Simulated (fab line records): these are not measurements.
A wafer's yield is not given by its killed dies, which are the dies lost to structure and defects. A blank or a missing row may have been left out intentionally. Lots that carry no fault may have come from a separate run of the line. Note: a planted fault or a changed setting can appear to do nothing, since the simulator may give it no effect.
3 desks looking at one fault	flow n5-finfet	each desk has only its own numbers; what lay behind them comes last

## THE DEFECT DESK
For each lot, the counts of the inspections along the route, averaged over the sampled wafers that have a number. Any lot whose mean is over 4 standard deviations away from the usual mean is out of limits and marked OUT; that distance is given in the brackets.
Columns: A = raw-defect-count at N5_BEOL_M5_INSPECT_58, usual 77; B = raw-defect-count at N5_BEOL_M6_INSPECT_13, usual 441
lot	first seen here	A	B
L757	day 9 04:11	91	380
L761	day 10 02:04	68	438
L764	day 10 18:31	501 (+20) OUT	804
L768	day 12 02:37	513 (+21) OUT	961 (+5.7) OUT
L772	day 12 21:04	70	427
L775	day 13 15:38	52	377
This desk's verdict: out of limits on L764, L768, starting with L764 at day 10 18:31 (raw-defect-count at N5_BEOL_M5_INSPECT_58). In limits: L757, L761, L772, L775.

## METROLOGY DESK
What the gauges read for every lot (on any tool): the sampled wafers with a number, averaged. Any lot whose mean is over 4 standard deviations away from the usual mean is out of limits and marked OUT; that distance is given in the brackets.
Columns: A = M5_THK at N5_BEOL_M5_THK_MEAS_53, usual 60.8 nm; B = M5_RS at N5_BEOL_M5_RS_MEAS_57, usual 0.391 ohm/sq; C = M6_ILD_THK at N5_BEOL_M6_THK_MEAS_01, usual 154.7 nm; D = cd-nm at N5_BEOL_M6_CD_MEAS_11, usual 38.6 nm; E = M6_OVL at N5_BEOL_M6_OVL_MEAS_12, usual -1.0 nm
lot	first seen here	A	B	C	D	E
L757	day 9 03:53	59.3	0.401	155.7	38.6	-2.0
L761	day 10 01:46	60.6	0.386	156.3	39.0	-1.0
L764	day 10 18:11	61.8	0.380	153.5	38.1	-0.4
L768	day 12 02:19	60.0	0.396	153.4	38.8	0.2
L772	day 12 20:47	60.0	0.398	153.8	38.4	-0.3
L775	day 13 15:22	60.5	0.393	152.6	38.2	-1.9
Finding of this desk: none of the 6 lots has anything out of limits.

## FOR THE TOOL OWNER'S DESK: pecvd-04
The tool's own readings at N5_BEOL_M5_DEP_56 (deposits SiCN from 3MS/NH3, target thk 8 nm, time 14 s): means of the sampled wafers that have a number, for each lot that ran on this tool. Any lot whose mean is over 4 standard deviations away from the usual mean is out of limits and marked OUT; that distance is given in the brackets.
Columns: A = showerhead-plenum-p-Torr at N5_BEOL_M5_DEP_56, usual 3.667 Torr; B = showerhead-vpp-V at N5_BEOL_M5_DEP_56, usual 891 V; C = throttle-valve-pct at N5_BEOL_M5_DEP_56, usual 8.9 %
lot	first seen here	A	B	C
L757	day 9 04:05	3.665	907	8.6
L764	day 10 18:24	3.672	895	8.8
L768	day 12 02:31	3.668	890	8.6
Finding of this desk: none of the 3 lots has anything out of limits.

## PUT TOGETHER
The defect desk could have raised an alarm at day 10 18:31, on L764, L768.
Metrology desk: nothing out of limits seen.
Nothing out of limits was seen by the tool owner's desk.
The metrology desk has L764, L768 on record, within its limits.
Tool owner's desk: L764, L768 on record, inside its limits.
All the named lots went through N5_BEOL_M5_DEP_56 on pecvd-04.

## WHAT HAD BEEN PUT IN BY THE SIMULATOR
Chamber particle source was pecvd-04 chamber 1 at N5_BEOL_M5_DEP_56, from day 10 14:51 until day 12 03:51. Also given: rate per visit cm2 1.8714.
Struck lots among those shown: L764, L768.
Hours from the fault's start to each desk's first reading out of limits: the defect desk, 4.
